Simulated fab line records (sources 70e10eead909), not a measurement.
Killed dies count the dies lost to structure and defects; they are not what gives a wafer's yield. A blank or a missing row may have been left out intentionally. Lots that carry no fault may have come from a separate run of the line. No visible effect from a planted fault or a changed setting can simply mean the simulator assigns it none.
fab line records    flow nandHarc
[record] lots = 7  wafers = 21  lastDay = 33
route steps=1302 shown A_CONTACT@1061
lots that met no fault: from a run of the same line without faults
startH: hours from the record's first day to the start of the lot's first wafer shown    waitH: how many hours have passed since the lot's step before this one    " same as the row above    L1.1+2: several wafers, shown together as one row    - no value, or no start given    * or withheld: withheld    < > ~ a bound
route shown NAME@n: names a module that has steps shown in the file, with the first one's number in the route    usual: average and standard deviation across the fault-free wafers    same: alike in all rows    chamber/n: place in a boat    sites: the reading at each site    _std_site: the values' standard deviation    _edge_site: the outer-site mean with the inner-site mean subtracted    radiusMm: how far each site lies from the wafer's centre    mask NAME#n: copy n    behind: the last tool/chamber to shape the wafer    hold: reason for holding the lot/hours on hold/outcome of the hold    device: which transistor (n, p or np) failed to switch    end of line: the route-end tests of the same wafers    step lacking rows: just its recipe    killed: not the wafer's yield, but the dies lost to structure and defects at the first sort    map: shows each die of a wafer: x if killed, . if not, _ if none is there
set.NAME: the setting that was run; set.NAME@STEP: the one run at that earlier step    model.NAME: the simulator's own value behind a step, which no gauge read
lots seen at some steps along the route; tables by step, rows by wafer
services: when a tool's chamber went out of use (startH, in hours from the record's first day, below 0 if earlier), for how many hours, and the reason
[[steps]]
[step NHARC_A_CONTACT_STRIP_104]
[recipe] cf4FlowSccm = 100  chf3FlowSccm = 30  arFlowSccm = 0  biasW = 0  chemistry = CF4/CHF3
[step NHARC_A_CONTACT_STRIP_105]
[recipe] o2FlowSccm = 400  cosFlowSccm = 20  arFlowSccm = 0  biasW = 0  chemistry = O2/COS
[step NHARC_A_CONTACT_ETCH_106]
[recipe] targetDepthA = 900  overetchA = 90  timeS = 49.5  ionEnergyEv = 100  cf4FlowSccm = 80  o2FlowSccm = 20  arFlowSccm = 0  rfW = 300  biasW = 100  chemistry = CF4/O2
[usual] drypumpMotorCurrentA = 5.6/0.42  mfcArSccm = 0.009/0.012  oesProductAu = 0.999/0.0078  rfVppV = 197.6/1.4  showerheadPlenumPTorr = 1.32/0.06  throttleValvePct = 13.397/0.0093
lot.wafer  tool        chamber  startH  waitH  drypumpMotorCurrentA  mfcArSccm  oesProductAu  rfHoursCounterH  rfVppV  showerheadPlenumPTorr  throttleValvePct
L916.1     rieDiel-03  2        522.36  0.1    6.2                   0.023      1.006         8                199.6   1.34                   13.407
L916.2     "           0        "       "      5.3                   0          1.005         7                197.1   1.24                   13.394
L916.6     "           3        "       "      5.9                   0          1.007         -                196.5   1.29                   13.394
L919.3     rieDiel-03  0        539.93  0.1    5.3                   0          0.987         11               195.6   1.24                   13.410
L919.1     "           1        "       "      5.4                   0.003      1.006         12               197.7   1.39                   13.393
L919.5     "           3        "       "      5.9                   0          0.992         -                196.7   1.28                   13.400
L932.2     rieDiel-03  0        682.23  0.1    5.3                   0          1.006         7                200.1   1.44                   13.400
L932.6     "           1        "       "      5.4                   0.003      1.006         -                199.4   1.39                   13.401
L932.5     "           2        "       "      6.3                   0.023      1.000         -                197.7   1.34                   13.394
L933.1     rieDiel-05  2        688.66  0.1    5.1                   0.008      1.010         25               197.3   1.28                   13.384
L933.4     "           3        "       "      5.2                   0          0.998         29               198.8   1.31                   13.375
L933.5     "           1        "       "      5.4                   0          1.004         -                196.4   1.27                   13.389
L935.2     rieDiel-03  0        705.47  0.1    5.3                   0          1.000         11               200.0   1.44                   13.398
L935.1     "           2        "       "      6.3                   0.023      0.997         12               197.3   1.33                   13.409
L935.5     "           0        "       "      5.3                   0          1.002         -                200.5   1.44                   13.397
L936.1     rieDiel-03  3        720.77  0.1    5.9                   0          1.011         15               195.6   1.28                   13.410
L936.3     "           0        "       "      5.3                   0          0.998         16               199.1   1.44                   13.410
L936.5     "           1        "       "      5.4                   0.003      1.004         -                197.6   1.39                   13.393
L938.1     rieDiel-03  0        729.15  0.1    5.3                   0          0.987         18               200.0   1.44                   13.393
L938.6     "           0        "       "      5.3                   0          0.994         -                199.6   1.44                   13.412
L938.4     "           2        "       "      6.3                   0.023      1.000         -                197.7   1.33                   13.383
[step NHARC_A_CONTACT_STRIP_82]
[recipe] o2FlowSccm = 500  arFlowSccm = 0  biasW = 0  chemistry = O2
[usual] drypumpMotorCurrentA = 5.6/0.41  mfcArSccm = 0.009/0.012  oesProductAu = 1.000/0.0085  rfVppV = 57.7/0.9  showerheadPlenumPTorr = 3.49/0.16  throttleValvePct = 17.038/0.01
lot.wafer  tool        chamber  startH  waitH  drypumpMotorCurrentA  mfcArSccm  oesProductAu  rfHoursCounterH  rfVppV  showerheadPlenumPTorr  throttleValvePct
L916.2     rieDiel-03  2        -       -      6.3                   0.023      1.016         8                57.5    3.54                   17.041
L916.1     "           0        "       "      5.3                   0          1.003         7                57.5    3.28                   17.039
L916.6     "           1        "       "      5.4                   0.003      1.008         -                57.3    3.67                   17.021
L919.3     rieDiel-03  0        -       -      5.4                   0          0.994         11               56.3    3.28                   17.031
L919.1     "           1        "       "      5.4                   0.003      0.997         12               58.8    3.67                   17.039
L919.5     "           1        "       "      5.4                   0.003      0.993         -                58.5    3.67                   17.034
L932.2     rieDiel-03  3        -       -      6.0                   0          1.010         7                56.4    3.39                   17.040
L932.5     "           2        "       "      6.2                   0.023      1.003         -                57.0    3.53                   17.018
L932.6     "           3        "       "      5.9                   0          1.009         -                58.0    3.39                   17.035
L933.4     rieDiel-05  0        -       -      5.4                   0.007      1.014         29               55.7    3.43                   17.028
L933.1     "           2        "       "      5.1                   0.008      0.995         25               57.6    3.38                   17.029
L933.5     "           1        "       "      5.4                   0          1.000         -                57.3    3.35                   17.044
L935.2     rieDiel-03  3        -       -      5.9                   0          1.002         11               57.6    3.38                   17.028
L935.1     "           0        "       "      5.3                   0          1.005         12               58.2    3.80                   17.039
L935.5     "           2        "       "      6.3                   0.023      1.007         -                57.8    3.53                   17.034
L936.3     rieDiel-03  3        -       -      5.9                   0          1.014         15               56.5    3.38                   17.038
L936.1     "           2        "       "      6.2                   0.023      1.008         16               58.7    3.52                   17.037
L936.5     "           0        "       "      5.3                   0          1.007         -                58.3    3.80                   17.046
L938.1     rieDiel-03  0        -       -      5.3                   0          0.992         18               58.0    3.80                   17.049
L938.4     "           2        "       "      6.3                   0.023      0.993         -                56.3    3.52                   17.039
L938.6     "           0        "       "      5.3                   0          0.996         -                57.0    3.80                   17.041
[step NHARC_A_CONTACT_STRIP_83]
[recipe] timeS = 600  tempC = 30  chemistry = postEtchResidueRemover
[step NHARC_A_CONTACT_DEP_84]
[recipe] targetThkA = 28000  tempC = 400  material = aC
[usual] throttleValvePct = 35.000/0.0095
lot.wafer  tool       chamber  startH  waitH  throttleValvePct
L916.1     aclDep-02  0        524.31  -      34.988
L916.2     "          0        "       "      34.993
L916.6     "          0        525.73  -      34.992
L919.1     aclDep-03  0        540.86  -      34.990
L919.3     "          0        "       "      34.998
L919.5     "          0        "       "      35.001
L932.2     aclDep-03  0        683.47  -      35.011
L932.5     "          0        "       "      35.001
L932.6     "          0        "       "      35.017
L933.1     aclDep-03  0        689.31  -      34.998
L933.4     "          0        "       "      35.002
L933.5     "          0        "       "      35.004
L935.1     aclDep-02  0        709.65  -      35.011
L935.2     "          0        "       "      34.993
L935.5     "          0        "       "      34.998
L936.1     aclDep-02  0        722.99  -      34.987
L936.3     "          0        "       "      35.007
L936.5     "          0        "       "      34.991
L938.1     aclDep-02  0        731.08  -      35.010
L938.4     "          0        "       "      35.000
L938.6     "          0        "       "      35.029
[step NHARC_A_CONTACT_DEP_85]
[recipe] targetThkA = 600  targetThkNm = 60  tempC = 400  pressureTorr = 3.5  flowSccm = 200  rfW = 350  material = SiON
[usual] heaterPowerW = 752/93
lot.wafer  tool      chamber  startH  waitH  heaterPowerW
L916.2     pecvd-02  0        526.04  1.2    603
L916.1     "         1        "       "      763
L916.6     "         1        "       "      755
L919.1     pecvd-03  2        542.63  1.5    732
L919.3     "         1        "       "      663
L919.5     "         0        "       "      699
L932.2     pecvd-03  1        684.98  1.2    754
L932.5     "         2        "       "      723
L932.6     "         1        "       "      749
L933.1     pecvd-02  1        691.11  1.5    876
L933.5     "         0        "       "      784
L933.4     "         1        "       "      871
L935.2     pecvd-01  1        711.40  1.2    688
L935.1     "         2        "       "      904
L935.5     "         1        "       "      657
L936.3     pecvd-02  1        724.74  0.9    865
L936.1     "         0        "       "      764
L936.5     "         0        "       "      768
L938.1     pecvd-02  1        732.87  1.5    869
L938.4     "         2        "       "      838
L938.6     "         0        "       "      675
[step NHARC_A_CONTACT_DEHYDRATE_00]
[recipe] tempC = 150  timeS = 120
[step NHARC_A_CONTACT_HMDS_01]
[recipe] timeS = 30
[step NHARC_A_CONTACT_COAT_86]
[recipe] tempC = 260  timeS = 75
[step NHARC_A_CONTACT_COAT_87]
[recipe] tempC = 225  timeS = 65
[step NHARC_A_CONTACT_COAT_02]
[recipe] spinRpm = 1500  resistThkNm = 90
[step NHARC_A_CONTACT_SOFTBAKE_03]
[recipe] tempC = 105  timeS = 55
[usual] heaterPowerTotalW = 188.45/0.15
lot.wafer  tool           chamber  startH  waitH  heaterPowerTotalW
L916.1     lithoTrack-06  0        526     -      188.29
L916.2     "              0        "       "      188.32
L916.6     "              0        "       "      188.60
L919.1     lithoTrack-04  0        542     -      188.63
L919.3     "              0        "       "      188.52
L919.5     "              0        "       "      188.32
L932.2     lithoTrack-06  0        685     -      194.23
L932.5     "              0        "       "      194.45
L932.6     "              0        "       "      194.36
L933.1     lithoTrack-06  0        691     -      194.21
L933.4     "              0        "       "      194.62
L933.5     "              0        "       "      194.25
L935.1     lithoTrack-06  0        711     -      194.28
L935.2     "              0        "       "      194.70
L935.5     "              0        "       "      194.47
L936.1     lithoTrack-04  0        725     -      188.27
L936.3     "              0        "       "      188.39
L936.5     "              0        "       "      188.50
L938.1     lithoTrack-01  0        733     -      188.34
L938.4     "              0        "       "      188.38
L938.6     "              0        "       "      188.45
[step NHARC_A_CONTACT_EBR_04]
[[services]]
tool           chamber  startH  hours  kind
lithoTrack-01  -        505.00  7.0    pm
pecvd-02       2        523.95  18.8   repair
lithoTrack-06  -        529.00  7.0    pm
pecvd-03       -        547.00  13.0   pm
lithoTrack-04  -        553.00  7.0    pm
rieDiel-03     2        570.50  5.3    repair
rieDiel-03     1        580.94  8.3    repair
rieDiel-05     -        583.60  9.0    pm
pecvd-02       -        589.44  13.0   pm
aclDep-02      -        606.91  13.0   pm
rieDiel-03     -        635.43  9.0    pm
aclDep-02      -        642.03  0.8    repair
pecvd-01       -        657.51  0.2    repair
aclDep-03      -        662.48  13.0   pm
pecvd-01       -        673.30  13.0   pm
rieDiel-05     2        678.13  1.2    repair
lithoTrack-01  -        680.00  7.0    pm
rieDiel-03     1        695.26  15.9   repair
pecvd-01       -        701.63  0.7    repair
lithoTrack-06  -        704.00  7.0    pm
rieDiel-03     3        722.19  18.0   repair
pecvd-03       -        724.57  2.1    repair
lithoTrack-04  -        728.00  7.0    pm
pecvd-03       -        728.00  13.0   pm
[[key]]
[firstSign] step = NHARC_A_CONTACT_SOFTBAKE_03  reading = heaterPowerTotalW  direction = up  sigmas = 40  usual = *  struck = *
effect none on later readings
metAt NHARC_A_CONTACT_SOFTBAKE_03
struckWafers L932.2,L932.5,L932.6,L933.1,L933.4,L933.5,L935.1,L935.2,L935.5
testerLeftOut L932,L933,L935
onsetBetween 526 685
[fault] kind = processParameterDrift  tool = lithoTrack-06  chamber = -  onsetH = 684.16  steps = NHARC_A_CONTACT_SOFTBAKE_03  channel = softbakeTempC  offset = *  shape = step  endH = 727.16  actsIn = *  stated = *
// testerLeftOut: of these lots the tester's yield and bins aren't shown, on N5 and GAA mostly nor the transistor test; their killed dies are dies lost to structure and defects alone, not to doping, threshold or leakage, so they don't give the yield
